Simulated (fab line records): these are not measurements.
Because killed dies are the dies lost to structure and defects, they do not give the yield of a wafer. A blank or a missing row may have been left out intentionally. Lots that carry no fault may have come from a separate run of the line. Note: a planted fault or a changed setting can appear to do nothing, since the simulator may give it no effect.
Split-lot trial + flow n5 finfet + 39 wafers read across 7 lots, on a route 1938 steps long

== ABOUT THE SPLIT ==
At N5_BEOL_M6_ILD_DEP_00 (deposits SiCOH lowk from DEMS/porogen, target thk 179.75 nm, time 33.4 s), the setting time s was moved away from the recipe's 33.4 s on 15 of the 39 wafers read, by -46.3% to +59.1%. For the rest of the wafers, this setting stayed at what the recipe calls for.

== THE PATH FROM SPLIT TO READING: the file shows 1 step between them ==
- N5_BEOL_M6_CURE_74: cures SiCOH lowk, time 240 s

== THE READING ==
M6_ILD_THK, in nm, at N5_BEOL_M6_THK_MEAS_01. On this fab line, fault-free wafers typically give 156.0 nm with a standard deviation of 2.5 nm.

| wafer  | tool, chamber at the split | time s as run, s | against the recipe | M6_ILD_THK, nm | against lot-mates on the recipe |
|--------|----------------------------|------------------|--------------------|----------------|---------------------------------|
| L075.1 | pecvd-01, 0                | 33.4             | recipe             | 157.9          | -                               |
| L075.2 | pecvd-01, 1                | 33.4             | recipe             | 153.9          | -                               |
| L075.3 | pecvd-01, 2                | 33.4             | recipe             | 155.6          | -                               |
| L075.4 | pecvd-01, 0                | 33.4             | recipe             | 161.8          | -                               |
| L075.5 | pecvd-01, 2                | 33.4             | recipe             | 159.7          | -                               |
| L075.6 | pecvd-01, 1                | 33.4             | recipe             | 157.2          | -                               |
| L080.2 | pecvd-01, 0                | 33.4             | recipe             | 156.9          | -                               |
| L080.5 | pecvd-01, 1                | 33.4             | recipe             | 157.4          | -                               |
| L080.6 | pecvd-01, 0                | 33.4             | recipe             | 158.6          | -                               |
| L084.1 | pecvd-02, 2                | 53.15            | +59.1%             | 242.6          | +87.4                           |
| L084.2 | pecvd-02, 1                | 33.4             | recipe             | 155.9          | -                               |
| L084.3 | pecvd-02, 0                | 33.4             | recipe             | 152.8          | -                               |
| L084.4 | pecvd-02, 0                | 33.4             | recipe             | 156.8          | -                               |
| L084.5 | pecvd-02, 1                | 53.15            | +59.1%             | 248.8          | +93.6                           |
| L084.6 | pecvd-02, 2                | 53.15            | +59.1%             | 246.4          | +91.2                           |
| L089.1 | pecvd-01, 2                | 33.4             | recipe             | 156.9          | -                               |
| L089.2 | pecvd-01, 0                | 33.4             | recipe             | 157.3          | -                               |
| L089.3 | pecvd-01, 2                | 28.36            | -15.1%             | 136.4          | -21.6                           |
| L089.4 | pecvd-01, 0                | 28.36            | -15.1%             | 136.9          | -21.1                           |
| L089.5 | pecvd-01, 0                | 33.4             | recipe             | 159.9          | -                               |
| L089.6 | pecvd-01, 2                | 28.36            | -15.1%             | 137.4          | -20.6                           |
| L090.1 | pecvd-03, 2,1              | 25.12            | -24.8%             | 115.5          | -37.5                           |
| L090.2 | pecvd-03, 0                | 25.12            | -24.8%             | 113.6          | -39.4                           |
| L090.3 | pecvd-03, 1                | 33.4             | recipe             | 150.8          | -                               |
| L090.4 | pecvd-03, 2,1              | 25.12            | -24.8%             | 115.3          | -37.7                           |
| L090.5 | pecvd-03, 0                | 33.4             | recipe             | 152.9          | -                               |
| L090.6 | pecvd-03, 2                | 33.4             | recipe             | 155.3          | -                               |
| L092.1 | pecvd-01, 2                | 17.95            | -46.3%             | 84.2           | -72.1                           |
| L092.2 | pecvd-01, 1                | 17.95            | -46.3%             | 83.1           | -73.2                           |
| L092.3 | pecvd-01, 0                | 33.4             | recipe             | 154.9          | -                               |
| L092.4 | pecvd-01, 2                | 33.4             | recipe             | 157.8          | -                               |
| L092.5 | pecvd-01, 0                | 17.95            | -46.3%             | 86.5           | -69.8                           |
| L092.6 | pecvd-01, 1                | 33.4             | recipe             | 156.1          | -                               |
| L096.1 | pecvd-02, 2                | 51.6             | +54.5%             | 234.9          | +79.8                           |
| L096.2 | pecvd-02, 0                | 33.4             | recipe             | 151.7          | -                               |
| L096.3 | pecvd-02, 1                | 33.4             | recipe             | 155.8          | -                               |
| L096.4 | pecvd-02, 0                | 51.6             | +54.5%             | 241.3          | +86.2                           |
| L096.5 | pecvd-02, 2                | 51.6             | +54.5%             | 243.3          | +88.2                           |
| L096.6 | pecvd-02, 1                | 33.4             | recipe             | 157.7          | -                               |
If several chambers appear in one row, that row covers several wafers at once and the file leaves open which wafer was in which chamber.

THE FIT
A straight line over all 39 wafers: M6_ILD_THK changes by +1.53 nm for each +1% of time s; r = +1.00; the points scatter about the line by 2.9 nm.
The same after taking each lot's own level away (the mean of its wafers on the recipe; 39 wafers): +1.54 nm for each +1%; r = +1.00; scatter 2.1 nm.
The reading moves by 91 nm for the largest change in time s, on that fit.
The lots' own levels span 153.00 to 158.03 nm, that is 2.0 times the standard deviation above.
So the lot-to-lot level changes the slope little: the two slopes agree.
Check: with one of the wafers moved furthest among these (+59.1%) left out of the fit, the line predicts +91.9 nm for it against its lot-mates. Against them it came out at +87.4 nm.

== OTHER SPLITS APPLIED TO THESE WAFERS ==
Other splits were also applied to these wafers ahead of the reading. Each is held against what the fit with the lots' levels taken away leaves over:
| other split on the same wafers    | wafers away from the commonest value | r with M6_ILD_THK (lot level and that fit taken away) |
|-----------------------------------|--------------------------------------|-------------------------------------------------------|
| N5_BEOL_M0_SAQP_PECVD_04 time s   | 12                                   | +0.04                                                 |
| N5_BEOL_M1_TRENCH_ETCH_37 time s  | 15                                   | -0.05                                                 |
| N5_BEOL_M4_ETCH_64 target depth a | 9                                    | -0.05                                                 |

== THE WHOLE CHAIN: every reading that the file lists as answering this split, in the file's order ==
| step                   | what it does                                                             | reading                                                                                  | change (the file's fit)              | r (the file's) |
|------------------------|--------------------------------------------------------------------------|------------------------------------------------------------------------------------------|--------------------------------------|----------------|
| N5_BEOL_M6_ILD_DEP_00  | deposits SiCOH lowk from DEMS/porogen, target thk 179.75 nm, time 33.4 s | SiCOH_lowk_of_BEOL_M6_ILD_DEP_00.thk nm (the simulator's own value, which no gauge read) | +1.77 nm for each +1% of the setting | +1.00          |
| N5_BEOL_M6_CURE_74     | cures SiCOH lowk, time 240 s                                             | SiCOH_lowk_of_BEOL_M6_ILD_DEP_00.thk nm (the simulator's own value, which no gauge read) | +1.54 nm for each +1% of the setting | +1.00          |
| N5_BEOL_M6_THK_MEAS_01 |                                                                          | M6_ILD_THK                                                                               | +1.54 for each +1% of the setting    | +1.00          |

== FILE'S OWN FIT ==
M6_ILD_THK changes by +1.54 nm for each +1% of time s, r = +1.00.
